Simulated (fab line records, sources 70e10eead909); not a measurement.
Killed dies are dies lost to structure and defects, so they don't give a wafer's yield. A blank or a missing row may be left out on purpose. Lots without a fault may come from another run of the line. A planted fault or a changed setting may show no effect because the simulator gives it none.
Which tool did it? | flow nand_harc | 12 lots, 36 wafers sampled, at 5 steps of a route of 1302

WHAT THE GAUGES READ, wafer by wafer
NHARC_END_SORT_01.
lot  | measured     | on        | killed_at_array | killed_at_other | killed_at_periphery | killed_dies | killed_open | killed_short
L766 | day 28 23:22 | prober-02 | 56 63 670       | 1 2 0           | 4 2 4               | 61 67 674   | 5 5 2       | 4 2 3

WHICH TOOL RAN EACH LOT (tool, then ch and the chambers of the sampled wafers, then the start)
lot  | NHARC_A_CONTACT_DEP_57        | NHARC_A_CONTACT_ETCH_76            | NHARC_A_CONTACT_ETCH_77                       | NHARC_A_CONTACT_ETCH_129
L754 | acl_dep-01 ch 0, day 22 04:50 | rie_diel-13 ch 2,3, day 22 09:09   | rie_diel-13 ch 1,3, day 22 11:27 or earlier   | har_cap_etch-03 ch 0,1, day 22 11:27
L757 | acl_dep-02 ch 0, day 22 17:43 | rie_diel-02 ch 0,2, day 22 21:03   | rie_diel-02 ch 1,2,3, day 22 23:46 or earlier | har_cap_etch-02 ch 0,1, day 22 23:46
L756 | acl_dep-03 ch 0, day 22 20:38 | rie_diel-12 ch 0,2, day 23 00:55   | rie_diel-12 ch 1,2,3, day 23 03:12 or earlier | har_cap_etch-01 ch 0, day 23 03:12
L758 | acl_dep-02 ch 0, day 23 05:22 | rie_diel-12 ch 1,2,3, day 23 09:25 | rie_diel-12 ch 1,2,3, day 23 12:22 or earlier | har_cap_etch-02 ch 0,1, day 23 12:22
L761 | acl_dep-03 ch 0, day 24 23:03 | rie_diel-12 ch 0,1,3, day 25 02:52 | rie_diel-12 ch 0,1,2, day 25 05:08 or earlier | har_cap_etch-03 ch 0,1, day 25 05:08
L762 | acl_dep-01 ch 0, day 25 18:28 | rie_diel-12 ch 0,1, day 25 21:37   | rie_diel-12 ch 0,1,2, day 25 23:57 or earlier | har_cap_etch-01 ch 0,1, day 25 23:57
L766 | acl_dep-03 ch 0, day 26 04:31 | rie_diel-12 ch 0,1,2, day 26 08:20 | rie_diel-12 ch 2,3, day 26 10:37 or earlier   | har_cap_etch-01 ch 0,1, day 26 10:37
L765 | acl_dep-02 ch 0, day 26 04:40 | rie_diel-02 ch 0,1,3, day 26 09:01 | rie_diel-02 ch 0,1,3, day 26 11:17 or earlier | har_cap_etch-03 ch 0,1, day 26 11:17
L764 | acl_dep-03 ch 0, day 26 08:27 | rie_diel-13 ch 1,2,3, day 26 12:10 | rie_diel-13 ch 0,1,3, day 26 14:26 or earlier | har_cap_etch-02 ch 0,1, day 26 14:26
L772 | acl_dep-03 ch 0, day 30 02:37 | rie_diel-12 ch 1,2,3, day 30 05:29 | rie_diel-12 ch 0,2,3, day 30 07:51 or earlier | har_cap_etch-01 ch 0,1, day 30 07:51
L775 | acl_dep-02 ch 0, day 30 17:59 | rie_diel-12 ch 1,2,3, day 30 21:47 | rie_diel-12 ch 0,3, day 31 00:02 or earlier   | har_cap_etch-03 ch 1, day 31 00:02
L777 | acl_dep-01 ch 0, day 31 10:41 | rie_diel-12 ch 0,1,3, day 31 14:22 | rie_diel-12 ch 2,3, day 31 16:40 or earlier   | har_cap_etch-02 ch 0,1, day 31 16:40
- NHARC_A_CONTACT_DEP_57: deposits aC, target thk 5300 nm.
- NHARC_A_CONTACT_ETCH_76: etches the open film in N2/H2, target depth 260 nm, time 475.3 s.
- NHARC_A_CONTACT_ETCH_77: etches the open film in CF4/CHF3, target depth 108.9 nm, time 54.5 s.
- NHARC_A_CONTACT_ETCH_129: etches the open film in C4F8/O2/Ar, time 197 s, target depth 1918 nm.

WHAT THE TOOLS THEMSELVES READ (means of the sampled wafers that have a number; where no wafer has one, the mark that the record gives instead)
NHARC_A_CONTACT_DEP_57.
lot  | tool       | throttle_valve_pct (%)
L754 | acl_dep-01 | 35.002
L757 | acl_dep-02 | 34.990
L756 | acl_dep-03 | 35.009
L758 | acl_dep-02 | 35.005
L761 | acl_dep-03 | 35.004
L762 | acl_dep-01 | 34.996
L766 | acl_dep-03 | 35.001
L765 | acl_dep-02 | 35.003
L764 | acl_dep-03 | 35.004
L772 | acl_dep-03 | 35.006
L775 | acl_dep-02 | 34.998
L777 | acl_dep-01 | 34.996

NHARC_A_CONTACT_ETCH_76.
lot  | tool        | drypump_motor_current_A (A) | oes_product_au (a.u.) | rf_vpp_V (V) | run_length_s (s) | showerhead_plenum_p_Torr (Torr) | throttle_valve_pct (%)
L754 | rie_diel-13 | 5.82                        | 1.008                 | 429.2        | 496.9            | 1.98                            | 14.167
L757 | rie_diel-02 | 6.07                        | 1.008                 | 428.2        | 496.9            | 2.01                            | 14.172
L756 | rie_diel-12 | 5.74                        | 1.002                 | 430.0        | 496.4            | 2.04                            | 14.178
L758 | rie_diel-12 | 5.70                        | 1.003                 | 430.8        | 496.7            | 2.08                            | 14.172
L761 | rie_diel-12 | 5.51                        | 1.000                 | 429.5        | 496.4            | 2.00                            | 14.165
L762 | rie_diel-12 | 5.35                        | 0.995                 | 430.0        | 496.1            | 2.05                            | 14.174
L766 | rie_diel-12 | 5.55                        | 1.005                 | 430.5        | 448.3            | 2.04                            | 14.160
L765 | rie_diel-02 | 5.71                        | 0.999                 | 430.0        | 496.6            | 2.01                            | 14.167
L764 | rie_diel-13 | 5.89                        | 1.010                 | 429.7        | 496.7            | 2.02                            | 14.166
L772 | rie_diel-12 | 5.68                        | 0.994                 | 432.0        | 496.6            | 2.07                            | 14.169
L775 | rie_diel-12 | 5.69                        | 1.003                 | 431.7        | 496.7            | 2.07                            | 14.163
L777 | rie_diel-12 | 5.52                        | 0.994                 | 428.8        | 496.4            | 1.99                            | 14.171

NHARC_A_CONTACT_ETCH_77.
lot  | tool        | drypump_motor_current_A (A) | oes_product_au (a.u.) | rf_vpp_V (V) | run_length_s (s) | showerhead_plenum_p_Torr (Torr) | throttle_valve_pct (%)
L754 | rie_diel-13 | 5.91                        | 0.923                 | 371.7        | 75.9             | 1.60                            | 16.800
L757 | rie_diel-02 | 5.50                        | 0.946                 | 372.4        | 75.7             | 1.63                            | 16.803
L756 | rie_diel-12 | 5.69                        | 0.926                 | 371.3        | 75.9             | 1.60                            | 16.801
L758 | rie_diel-12 | 5.69                        | 0.932                 | 372.0        | 75.9             | 1.60                            | 16.807
L761 | rie_diel-12 | 5.54                        | 0.920                 | 370.7        | 75.6             | 1.58                            | 16.801
L762 | rie_diel-12 | 5.56                        | 0.964                 | 369.7        | 75.8             | 1.58                            | 16.797
L766 | rie_diel-12 | 5.88                        | 0.918                 | 371.7        | 75.9             | 1.60                            | 16.810
L765 | rie_diel-02 | 5.71                        | 0.928                 | 369.3        | 75.7             | 1.56                            | 16.798
L764 | rie_diel-13 | 5.89                        | 0.974                 | 370.0        | 76.0             | 1.59                            | 16.799
L772 | rie_diel-12 | 5.70                        | 0.922                 | 369.0        | 75.6             | 1.53                            | 16.803
L775 | rie_diel-12 | 5.68                        | 0.924                 | 367.4        | 75.6             | 1.50                            | 16.795
L777 | rie_diel-12 | 5.88                        | 0.927                 | 370.5        | 76.2             | 1.59                            | 16.804

THE ANSWER, worked out from the rows above alone
Rule: what is usual is taken from the lots themselves. Put in order of their means at a reading, lots are off if they are a third of the lots or fewer, leave a main group of 4 or more, and stand apart from it by a gap of 3 or more times the standard deviation of the main group's means; of several such gaps the widest counts. A main group whose means are all the same, to the digits that the tables above print for the reading, isn't used. A lot without any number at a reading at which 4 lots or more have one is off too. The other lots that the step has rows for count as sound. The gauges are gone through in route order, then the tools' own readings, and for those a lot's mean is taken as printed above. The first step at which some lot is off is used, and at that step the reading that is off furthest; a lot without a number counts as furthest.
Off: L766, at NHARC_A_CONTACT_ETCH_76 (run_length_s). The main group: mean 496.6 s, standard deviation 0.23.
A tool fits if, at that step or a process step before it, it ran every lot that is off, and no sound lot after the first of them. None of those tried fits.

WHAT THE SIMULATOR HAD PUT IN
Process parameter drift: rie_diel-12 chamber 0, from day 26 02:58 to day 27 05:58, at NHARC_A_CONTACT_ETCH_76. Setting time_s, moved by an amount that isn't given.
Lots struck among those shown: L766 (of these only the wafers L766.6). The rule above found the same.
